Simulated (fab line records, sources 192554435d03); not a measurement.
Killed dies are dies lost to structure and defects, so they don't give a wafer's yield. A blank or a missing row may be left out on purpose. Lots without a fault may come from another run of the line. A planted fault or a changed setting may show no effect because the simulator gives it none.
fab line records | flow n5_finfet
record lots=4 wafers=12 last_day=17
route steps=1938 shown BEOL_M4@1099 BEOL_M5@1112 MIM_TOP_ETCH@1851 PASSIVATION@1936
lots that met no fault: from a run of the same line without faults
start_h: hours from the record's first day to the start of the lot's first wafer shown | wait_h: hours since the lot's step before | " the same as in the row above | L1.1+2: a row that stands for several wafers | - no value, or no start given | * or withheld: withheld | < > ~ a bound
route shown NAME@n: a module of which the file shows steps, and the number in the route of the first | usual: mean/standard deviation of fault-free wafers | same: alike in all rows | chamber/n: place in a boat | sites: the reading at each site | _std_site: their standard deviation | _edge_site: outer sites' mean less inner sites' | radius_mm: how far each site lies from the wafer's centre | mask NAME#n: copy n | behind: the tool/chamber that last shaped the wafer | hold: why the lot was held/for how many hours/how that ended | device: the transistor (n, p or np) that didn't switch | end of line: the same wafers' tests at the end of the route | a step without rows: its recipe alone | killed: dies lost to structure and defects at the first sort, not the wafer's yield | map: a wafer's dies, x killed, . not, _ none there
set.NAME: the setting as run; set.NAME@STEP: as run at that earlier step | model.NAME: the simulator's own value behind a step, which no gauge read
lots at some steps of the route; a table a step, a row a wafer
services: from which hour (start_h, from the record's first day; less than 0 if before it) a tool's chamber was out of use, for how many hours, and why
## steps
# step N5_BEOL_M4_ANNEAL_95
# recipe temp_c=400 time_s=240 ambient=vacuum
# step N5_BEOL_M4_SPUTTER_96
# recipe material=Cu target_thk_a=45 temp_c=-20 chamber_pressure_pa=0.07 power_w=withheld time_s=8.29
# step N5_BEOL_M4_ECD_50
# recipe material=Cu target_thk_a=3000
# step N5_BEOL_M4_ANNEAL_51
# recipe temp_c=225 time_s=90 ambient=N2
# step N5_BEOL_M4_CMP_52
# recipe stop_on=SiOC t_overpolish_s=6.8 down_force_psi=1 platen_rpm=50 clearing_platen_down_force_psi=1.5 clearing_platen_rpm=50 post_cmp_clean=cu_alkaline target_thk_nm=40 clearing_platen_pad_velocity_m_s=0.99484 pad_velocity_m_s=0.99484
# step N5_BEOL_M4_PRE_CLEAN_60
# recipe gas=NH3/H2 time_s=15 temp_c=* rf_power_w=300
# step N5_BEOL_M4_CO_CAP_55
# recipe material=Co target_thk_a=20 temp_c=200 precursor=CCTBA/H2 pressure_torr=30 time_s=102.1
# step N5_BEOL_M4_PRE_CLEAN_56
# recipe gas=NH3 time_s=15 temp_c=withheld rf_power_w=300
# step N5_BEOL_M4_DEP_57
# recipe material=SiCN target_thk_a=80 temp_c=withheld precursor=3MS/NH3 pressure_torr=3 rf_w=202 time_s=14
# step N5_BEOL_M4_RC_MEAS_101
# usual DIBL_N=35.9/2.5 DIBL_P=36.0/3 IOFF_N=0.16/0.047 IOFF_P=0.21/0.047 ION_N=671/14 ION_P=460/8.8 SS_N=71.5/0.73 SS_P=73.2/0.91 VT_N=250/4.3 VT_P=-251/3.6
# columns lot.wafer tool chamber start_h wait_h DIBL_N[mV/V] DIBL_P[mV/V] IOFF_N[nA/um] IOFF_P[nA/um] ION_N[uA/um] ION_P[uA/um] SS_N[mV/dec] SS_P[mV/dec] VT_N[mV] VT_P[mV]
L513.2 prober-02 0 225.36 0.2 32.1 32.1 0.11 0.17 649 453 70.8 71.7 256 -251
L513.4 " 0 " " 35.1 36.8 0.16 0.24 669 471 71.4 72.6 249 -245
L513.5 " 0 " " 38.6 41.1 0.23 0.29 690 478 71.3 73.3 246 -246
L517.2 prober-02 0 243.29 0.2 33.2 33.3 0.11 0.14 664 455 70.7 71.9 253 -257
L517.3 " 0 " " 34.4 34.4 0.12 0.16 667 455 72.3 72.7 253 -256
L517.6 " 0 " " 35.2 35.8 0.14 0.18 665 457 71.1 73.2 250 -253
L523.1 prober-01 0 283.75 0.0 36.8 40.0 0.18 0.27 682 475 71.9 74.3 250 -246
L523.3 " 0 " " 35.5 38.7 0.16 0.26 683 478 72.0 73.7 246 -245
L523.5 " 0 " " 35.1 37.2 0.15 0.22 677 468 72.1 73.7 249 -250
L525.2 prober-02 0 300.39 0.2 33.6 34.4 0.12 0.19 666 462 71.9 72.9 254 -254
L525.3 " 0 " " 33.0 31.9 0.10 0.16 639 445 71.5 72.4 259 -256
L525.4 " 0 " " 32.1 31.8 0.10 0.15 653 457 70.9 71.6 257 -257
# step N5_BEOL_M5_ILD_DEP_00
# recipe material=SiCOH_lowk target_thk_a=1406.4 temp_c=300 precursor=DEMS/porogen pressure_torr=5 rf_w=500 time_s=25.9
# step N5_BEOL_M5_CURE_79
# recipe temp_c=385 time_s=240 ambient=He/Ar material=SiCOH_lowk
# step N5_BEOL_M5_PECVD_70
# recipe material=SiO2 target_thk_a=160 temp_c=400 precursor=TEOS/O2 pressure_torr=5.5 rf_w=450 teos_flow_sccm=53.8 gas=O2 flow_sccm=3000 time_s=18
# step N5_BEOL_M5_HM_DEP_02
# recipe material=TiN target_thk_a=200 temp_c=25 chamber_pressure_pa=0.49996
# step N5_BEOL_M5_COAT_59
# recipe resist=SOC temp_c=250 time_s=60 spin_rpm=1500 resist_thk_nm=60
# step N5_BEOL_M5_COAT_60
# recipe resist=SiARC temp_c=220 time_s=60 spin_rpm=1500 resist_thk_nm=12
# step N5_BEOL_M5_COAT_71
# recipe resist=underlayer temp_c=205 time_s=60 spin_rpm=1500 resist_thk_nm=5
# step N5_BEOL_M5_COAT_05
# recipe resist=CAR-EUV spin_rpm=1500 resist_thk_nm=30
# step N5_BEOL_M5_EBR_07
# recipe solvent=PGMEA ebr_width_mm=1.5
# step N5_BEOL_M5_SOFTBAKE_06
# recipe temp_c=110 time_s=60 resist=CAR-EUV
# step N5_BEOL_M5_EXPOSE_08
# recipe mask_id=M5 na=0.33 source_shape=annular sigma_inner=0.4 sigma_outer=0.8 polarization=unpolarized target_cd_nm=28 dose_mj=35.75
# step N5_BEOL_M5_PEB_09
# recipe peb_temp_c=100 peb_time_s=60 resist=CAR-EUV
# step N5_BEOL_M5_DEVELOP_10
# recipe develop_time_s=30 developer=TMAH resist=CAR-EUV rinse_liquid=surfactant_rinse dry=air_spin dev_temp_c=23
# step N5_BEOL_M5_DESCUM_16
# recipe chemistry=O2 time_s=7 source_power_w=50 bias_power_w=20 pressure_mtorr=20 rf_frequency_hz=2.712e+07 temp_c=40 resist=CAR-EUV o2_flow_sccm=225
# step N5_BEOL_M5_ETCH_72
# recipe chemistry=N2/H2 target=underlayer target_depth_a=65 mask_material=CAR-EUV time_s=5.2 ion_energy_ev=200 pressure_mtorr=30 source_w=840 bias_w=150 n2_flow_sccm=200 h2_flow_sccm=200 ends=cleared
# step N5_BEOL_M5_ETCH_61
# recipe chemistry=CF4 target=SiARC target_depth_a=156 mask_material=CAR-EUV time_s=26 ion_energy_ev=80 pressure_mtorr=40 source_w=545 bias_w=36 Ar_flow_sccm=100 cf4_flow_sccm=100 ends=cleared
# step N5_BEOL_M5_ETCH_62
# recipe chemistry=N2/H2 target=SOC target_depth_a=750 overetch_a=150 mask_material=SiARC temp_c=40 time_s=112.5 ion_energy_ev=200 pressure_mtorr=30 source_w=840 bias_w=150 n2_flow_sccm=200 h2_flow_sccm=200
# step N5_BEOL_M5_STRIP_63
# recipe chemistry=N2/H2 temp_c=40 n2_flow_sccm=200 h2_flow_sccm=200 rf_frequency_hz=6e+07
# step N5_BEOL_M5_STRIP_73
# recipe chemistry=N2/H2 temp_c=40 n2_flow_sccm=200 h2_flow_sccm=200 rf_frequency_hz=6e+07
# step N5_BEOL_M5_STRIP_64
# recipe chemistry=CF4 resist=SiARC power_w=300 bias_power_w=75 pressure_mtorr=50 cf4_flow_sccm=150 rf_frequency_hz=6e+07
# step N5_BEOL_M5_HM_OPEN_17
# recipe chemistry=Cl2/BCl3 target_depth_a=200 overetch_a=60 target=TiN mask_material=SOC ion_energy_ev=150 pressure_mtorr=10 icp_w=1000 bias_w=126 Cl2_flow_sccm=53.25 bcl3_flow_sccm=21.75 Ar_flow_sccm=25
# step N5_BEOL_M5_STRIP_19
# recipe chemistry=O2 power_w=400 temp_c=40 pressure_mtorr=30 rf_frequency_hz=6e+07 bias_power_w=0 overash_fraction=0.2 o2_flow_sccm=225
# step N5_BEOL_M5_COAT_65
# recipe resist=SOC temp_c=250 time_s=60 spin_rpm=1500 resist_thk_nm=60
# step N5_BEOL_M5_COAT_66
# recipe resist=SiARC temp_c=220 time_s=60 spin_rpm=1500 resist_thk_nm=12
# step N5_MIM_TOP_ETCH_ETCH_00
# recipe chemistry=Cl2/BCl3 target=TiN target_depth_a=385 ion_energy_ev=150 pressure_mtorr=10 icp_w=1000 bias_w=126 Cl2_flow_sccm=53.25 bcl3_flow_sccm=21.75 Ar_flow_sccm=25
# usual drypump_motor_current_A=5.7/0.4 mfc_ar_sccm=25.01/0.081 oes_product_au=0.82/0.095 throttle_valve_pct=22.88/0.17
# columns lot.wafer tool chamber start_h wait_h drypump_motor_current_A mfc_ar_sccm oes_product_au rf_hours_counter_h throttle_valve_pct model.etch.depth_nm model.MIM_TOP_ETCH.feature_depth_nm
L513.2 rie_metal-03 0 318.81 0.1 6.0 25.06 0.66 93 23.11 36.76 36.8
L513.4 " 0 " " 6.0 25.16 0.66 - 23.10 36.59 36.6
L513.5 " 1 " " 6.0 25.07 0.87 - 22.64 39.22 39.2
L517.2 rie_metal-03 1 343.20 0.1 6.0 25.08 0.85 24 22.65 38.77 38.8
L517.3 " 0 " " 6.0 25.15 0.66 - 23.12 36.74 36.8
L517.6 " 1 " " 6.0 25.01 0.76 - 22.66 31.79 31.8
L523.1 rie_metal-03 1 369.73 0.1 6.0 25.13 0.75 26 22.65 31.83 31.8
L523.3 " 0 " " 6.0 24.91 0.65 - 23.12 36.75 36.8
L523.5 " 0 " " 6.0 24.91 0.65 - 23.13 36.55 36.6
L525.2 rie_metal-02 1 395.44 0.1 4.7 24.93 0.96 4 22.68 38.91 39
L525.3 " 1 " " 4.7 24.95 0.95 - 22.67 38.98 39
L525.4 " 0 " " 5.5 24.85 0.82 - 22.85 39.61 39.6
# step N5_PASSIVATION_PROBE_49
# usual defect_limited_yield=91.4/1.4 killed_at_M0_to_M3=34/8.9 killed_at_M4_up=13/4.6 killed_at_contacts=12/5.5 killed_at_front_end=41/11 killed_at_other=3.1/2.9 killed_dies=102/16 killed_on_rim=13/4.2 killed_open=66/11 killed_short=34/7.6 sort_bin_5_function=5.1/0.89 sort_bin_6_memory=3.2/0.61 sort_bin_8_speed=0.02/0.12 sort_n_pass=1078/16
# same gross_dies=1180 killed_at_back_side=0 sort_bin_4_leakage[%]=0
# columns lot.wafer tool chamber start_h wait_h defect_limited_yield[%] killed_at_M0_to_M3 killed_at_M4_up killed_at_contacts killed_at_front_end killed_at_other killed_dies killed_on_rim killed_open killed_short sort_bin_5_function[%] sort_bin_6_memory[%] sort_bin_8_speed[%] sort_n_pass
L513.2 prober-02 - 330.00 0.1 92.2 24 12 11 35 10 92 15 55 36 4.8 2.9 0.17 1086
L513.4 prober-02 - 330.10 0.2 91.9 35 12 11 30 8 96 17 65 31 4.9 2.9 0 1084
L513.5 prober-02 - 330.15 0.2 93.4 35 5 8 26 4 78 12 60 18 3.4 3.2 0 1102
L517.2 prober-01 - 354.34 0.1 91.4 29 9 17 45 2 102 14 62 34 4.8 3.0 0 1078
L517.3 prober-01 - 354.39 0.1 92.8 15 6 12 45 7 85 10 55 29 4.7 2.1 0 1095
L517.6 prober-01 - 354.54 0.3 11.5 31 1 14 39 959 1044 152 64 23 85.5 2.9 0 136
L523.1 prober-01 - 380.91 0.0 14.4 19 11 7 30 943 1010 152 49 19 83.6 1.9 0 170
# killed by level:class
L513.2 MOL_CONTACT_COAG:geometric_particle:open=8 GATE_CUT:geometric_particle:open=7 BEOL_M0_SAQP:geometric_particle:short=7 FIN_SAQP:geometric_particle:short=6 FIN_SAQP:geometric_particle:open=5 BEOL_M0_SAQP:geometric_particle:open=5 BEOL_M1:geometric_particle:open=4 BEOL_M4:geometric_particle:open=4
L513.4 BEOL_M3:geometric_particle:open=12 MOL_CONTACT_COAG:geometric_particle:open=10 BEOL_M0_SAQP:geometric_particle:open=7 BEOL_M0_SAQP:geometric_particle:short=6 GATE_CUT:geometric_particle:open=5 MIM_TOP:geometric_particle:short=5 FIN_SAQP:geometric_particle:open=4 FIN_SAQP:geometric_particle:short=4
L513.5 BEOL_M0_SAQP:geometric_particle:open=11 BEOL_M1:geometric_particle:open=10 FIN_SAQP:geometric_particle:open=8 MOL_CONTACT_COAG:geometric_particle:open=6 BEOL_M2:geometric_particle:open=5 BEOL_M0_SAQP:geometric_particle:short=4 STARTING-WAFER:geometric_particle:open=4 GATE_CUT:geometric_particle:open=3
L517.2 MOL_CONTACT_COAG:geometric_particle:open=13 FIN_SAQP:geometric_particle:short=12 BEOL_M2:geometric_particle:open=7 STI_FIN_REVEAL:geometric_particle:open=6 BEOL_M0:geometric_particle:open=6 BEOL_M3:geometric_particle:open=6 HKMG_FIN:area_etch=6 FIN_SAQP:geometric_particle:open=5
L517.3 FIN_SAQP:geometric_particle:open=17 STI_FIN_REVEAL:geometric_particle:open=9 MOL_CONTACT_COAG:geometric_particle:open=9 FIN_SAQP:geometric_particle:short=7 BEOL_M0_SAQP:geometric_particle:short=4 BEOL_M3:geometric_particle:open=4 MOL_CONTACT_COAG:geometric_particle:short=3 BEOL_M2:geometric_particle:open=3
L517.6 MIM_TOP_ETCH:area_etch=957 STI_FIN_REVEAL:geometric_particle:open=13 BEOL_M3:geometric_particle:open=13 MOL_CONTACT_COAG:geometric_particle:open=12 FIN_SAQP:geometric_particle:open=7 FIN_SAQP:geometric_particle:short=6 BEOL_M0_SAQP:geometric_particle:short=4 BEOL_M0_SAQP:geometric_particle:open=4
L523.1 MIM_TOP_ETCH:area_etch=942 DUMMY_GATE:geometric_particle:open=8 MOL_CONTACT_COAG:geometric_particle:open=7 GATE_CUT:geometric_particle:short=7 BEOL_M0_SAQP:geometric_particle:open=5 BEOL_M2:geometric_particle:open=5 GATE_CUT:geometric_particle:open=4 STI_FIN_REVEAL:geometric_particle:open=3
# map L517.6 (x killed, . not)
_________________xxxxxxxxxxxx________________
______________xxxxxxxxxxxxxxxxxx_____________
___________xxxxxxxxxxxxxxxxxxxxxxxx__________
__________xxxxxxxxxxxxxxxxxxxxxxxxxx_________
________xxxxxxxxxxxxxxxxxxxx.xxxxxxxxx_______
_______xxxxxxxxxxxxxxxxxxxxxxxxxxxxxxxx______
______xxxxxxxxxxx.x.xxxxxxxxxxxxxxxxxxxx_____
_____xxxxxxxx.xx.xxxxxxxxxxxxxxxxxxxxxxxx____
____xxxxxxxxxxxxxxxxxxxxxxxxxxxxxxxxxxxxxx___
___xxxxxxxxxxxx.xxxx.xxxxx.xxxxxxxxxxxxxxxx__
___xxxxxxxxxxxxxxxxxx.xxxxx.xxxxxx.xxxxxxxx__
__xxxxxxxxxxxxxxxxx.xx.xxxx.x...xxxxxxxxxxxx_
__xxxxxxxxxxxxxxxxxx..xxxx..x..x.xxxxxxxxxxx_
_xxxxxxxxxxxxxxxxxxx..x.xx...xxxxxxxxxxxxxxxx
_xxxxxxxxx.xxxxxx.x...x.x.xxxxxxx.xxxxxxxxxxx
_xxxxxxxxxxxxx.xxxxxx.x...x.xx.xxxxxxxxxxxxxx
_xxxxxxxxxxxxx...x.x.........xx.xxxxxxxxxxxxx
_xxxxxxxxxxxxx.xxxx......xxx.x.xxxxxxxxxxxxxx
_xxxxxxxxxxxxx...x..xx...x.x.xxxxxxxxxxxxxxxx
_xxxxxxxxxxxxxxx.x............x.xxxxxxxxxxxxx
_xxxxxxxxxxxxxxxxx....xx..x..xx.xxxxxxxxxxxxx
__xxxxxxxxxxxxxx..x...x.x.xx.xxxxxxx.xxxxxxx_
__xxxxxxxxxxx...x.xx..x.x.xxxxxxxxxxxxxxxxxx_
___xxxxxxxxxxxx.x..xx.xxx.xx.x.x.xxxxxxxxxx__
___xxxxxxxxxxxxxxxxx.xx.x...xxxxxxxxxxxxxxx__
____xxxxxxxxxxxxxxxxxxxxxxxx.xxxxxxxxxxxxx___
_____xxxxxxxxxxxxxxxxxx.xxxxxxxx.xxxxxxxx____
______xxxxxxxxxxxxxxx.xxxxxxxxxxxxxxxxxx_____
_______xxxxxxxxxxxx.xxxxxxxxxxxxxxxxxxx______
________xxxxxxxxxxxxxxxxxxxxxxxxxxxxxx_______
__________xxxxxxxxxxxxxxxxxxxxxxxxxx_________
___________xxxxxxxxxxxxxxxxxxxxxxxx__________
______________xxxxxxxxxxxxxxxxxx_____________
_________________xxxxxxxxxxxx________________
# map L523.1 (x killed, . not)
_________________xxxxxxxxxxxx________________
______________xxxxxxxxxxxxxxxxxx_____________
___________xxxxxxxxxxxxxxxxxxxxxxxx__________
__________xxxxxxxxxxxxxxxxxxxxxxxxxx_________
________xxxxxxxxxxxxxxxxxx.xxxxxxxxxxx_______
_______xxxxxxxxxxxxxxxxxxxxxxxxxxxxxxxx______
______xxxxxxxxxxxxxxxxxxxxxxxxxxxxxxxxxx_____
_____xxxxxxxxxxxxxxxxxxxxxxxxxxxxxxxxxxxx____
____xxxxxxxxxxxxxxxxxxxxxxxxxxxxxxxxxxxxxx___
___xxxxxxxxxxxxxxxxxxxxxxxxxxxxxxxxxxxx.xxx__
___xxxxxxxxxxxxxxx.xxxxxxxxxxxxxxxxxxxxxxxx__
__xxxxxx.xxxxx.xxxxxx.xx..xxxxxxxxxxxxxxxxxx_
__xxxxxxxxxx.xxxxxxx.x.xxxx.x..xxx...x.x.xxx_
_xxxxxx.xxxxx.xxxxx.x.....x.xx.xx.xxxxxxxxxxx
_xxxxxxxx.xx.xxxxx...x.x..x..xx.xxx.xxxx.xxxx
_xxxx..xxxxx...xx.....x....x.x.x.xxxxxxxxxxxx
_xxxxxxxxxxxxx.x..x.x.xxx.....x.xxxxx.xxxxxxx
_xxxxxxxxxx..x..x........x...x...xx.xxxxxxxxx
_xxxxxx..xxxxxx..x.xx....x.......xxxxxxxxxxxx
_xxxxxxxx.x.xx.x....x...x......x.xxxxxxxxxxxx
_xxxxxxx.x.xxxxx.x.......xx.x.xx.x.xx.xxxxxxx
__xxxxxxxx.x.xxxx.x.x.x.....x..xx.x.xxxxxxxx_
__xxxxxxx.xx.xxxxxxxx.x.x.xxxxxx.xxxxx.xxxxx_
___xxxxxxxxxxxxxxx.xxxxx.x.xx.x.xxx.xxxxxxx__
___xxxxxxxxxxxxxxxxxxxxxxxx.xxxxxxxxxxxxxxx__
____xxxxxxxxxxxxxxxxxxxxxxxx.xxxxxxxxxxxxx___
_____xxxxxxxxxxxxxxxxxxxxxxxxxxx.xxxxxxxx____
______xxxxxxxxxxxxxxxxxxxxxxxxxxxxxxxxxx_____
_______xxxxxxxxxxxxxxxxxxx.xxxxxxxxxxxx______
________xxxxxxxxxxxxxxxxxxxxxxxxxxxxxx_______
__________xxxxxxxxxxxxxxxxxxxxxxxxxx_________
___________xxxxxxxxxxxxxxxxxxxxxxxx__________
______________xxxxxxxxxxxxxxxxxx_____________
_________________xxxxxxxxxxxx________________
## services
# columns tool chamber start_h hours kind
rie_metal-02 1 325.48 - clean
rie_metal-02 1 325.48 17.8 scheduled_down
rie_metal-02 1 325.48 17.8 vent_cycle
## key
first_sign step=N5_PASSIVATION_PROBE_49 reading=killed_at_other direction=up sigmas=99+ usual=3.1 struck=951
effect step=N5_PASSIVATION_PROBE_49 reading=sort_bin_5_function direction=up sigmas=89 usual=5.1 struck=84.5
model_effect step=N5_MIM_TOP_ETCH_ETCH_00 value=etch.depth_nm without=38.63 struck=31.81
more_kills_born_at N5_MIM_TOP_ETCH_ETCH_00@rie_metal-03=1899
met_at N5_MIM_TOP_ETCH_ETCH_00
struck_wafers L517.6,L523.1
later_rows_left_out L517.6,L523.1
onset_between 318.81 343.20
fault kind=process_parameter_drift tool=rie_metal-03 chamber=- onset_h=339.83 steps=N5_MIM_TOP_ETCH_ETCH_00 channel=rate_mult offset=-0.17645 shape=step end_h=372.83 scope=struck_wafers_only
# later_rows_left_out: the simulator's readings of these wafers behind a module that went badly wrong aren't trusted and aren't shown, but for the sort
